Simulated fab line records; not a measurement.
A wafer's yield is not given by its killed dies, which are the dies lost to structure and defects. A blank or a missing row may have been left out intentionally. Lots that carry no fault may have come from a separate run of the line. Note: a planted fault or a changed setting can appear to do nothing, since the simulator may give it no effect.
Matching of chambers    flow n5 finfet    N5_BEOL_M6_DESCUM_33 on rie diel-03 has 4 sister chambers
The step chemistry O2, time 7 s. 16 wafers are shown with their chamber, then 8 later ones without.

## WAFERS PAIRED WITH THEIR CHAMBERS
wafer   chamber  showerhead plenum p Torr (Torr)  drypump motor current A (A)  throttle valve pct (%)
L074.1  0        1.98                             5.5                          20.84
L074.5  2        2.23                             6.0                          20.20
L074.6  3        2.20                             5.4                          20.41
L075.3  1        2.21                             5.0                          20.15
L075.4  3        2.20                             5.4                          20.40
L075.6  3        2.20                             5.4                          20.40
L079.2  3        2.20                             5.4                          20.40
L079.3  2        2.22                             6.0                          20.19
L079.6  2        2.22                             6.0                          20.20
L080.3  1        2.21                             5.0                          20.15
L080.5  0        1.98                             5.6                          20.87
L080.6  3        2.20                             5.4                          20.42
L089.2  1        2.20                             5.0                          20.18
L089.3  2        2.21                             6.0                          20.25
L089.5  2        2.21                             6.0                          20.25
L084.2  2        2.21                             6.0                          20.25

SIGNATURES, as means of the wafers listed above
reading                   chamber 0  chamber 1  chamber 2  chamber 3  scatter within a chamber
showerhead plenum p Torr  1.9800     2.2067     2.2167     2.2000     0.00577
drypump motor current A   5.550      5.000      6.000      5.400      0.0204
throttle valve pct        20.8550    20.1600    20.2233    20.4060    0.0218
Rule: a wafer's distance from a chamber is the root of the sum, over the readings, of the square of ((its reading less the chamber's mean) divided by the reading's scatter). If the next closest chamber is less than 2 further off than the closest, the wafer can't be placed; otherwise it belongs to the closest. The scatter: the root of (the sum of the squares of (reading less its chamber's mean) over the shown wafers, divided by (wafers less chambers)).

## WAFERS MISSING THEIR CHAMBER
wafer   showerhead plenum p Torr (Torr)  drypump motor current A (A)  throttle valve pct (%)
L084.4  1.97                             5.5                          20.88
L084.5  2.21                             6.0                          20.26
L087.1  2.20                             5.0                          20.18
L087.2  2.21                             6.0                          20.26
L087.5  2.21                             6.0                          20.24
L093.3  2.19                             5.4                          20.47
L093.4  1.97                             5.5                          20.91
L093.6  2.21                             6.0                          20.27

## THE CHAMBER EACH PASSED THROUGH
wafer   from the rows above  in truth
L084.4  0                    0
L084.5  2                    2
L087.1  1                    1
L087.2  2                    2
L087.5  2                    2
L093.3  3                    3
L093.4  0                    0
L093.6  2                    2
Correctly placed: 8 of 8. From these rows, 0 cannot be placed. Wrongly placed: 0.
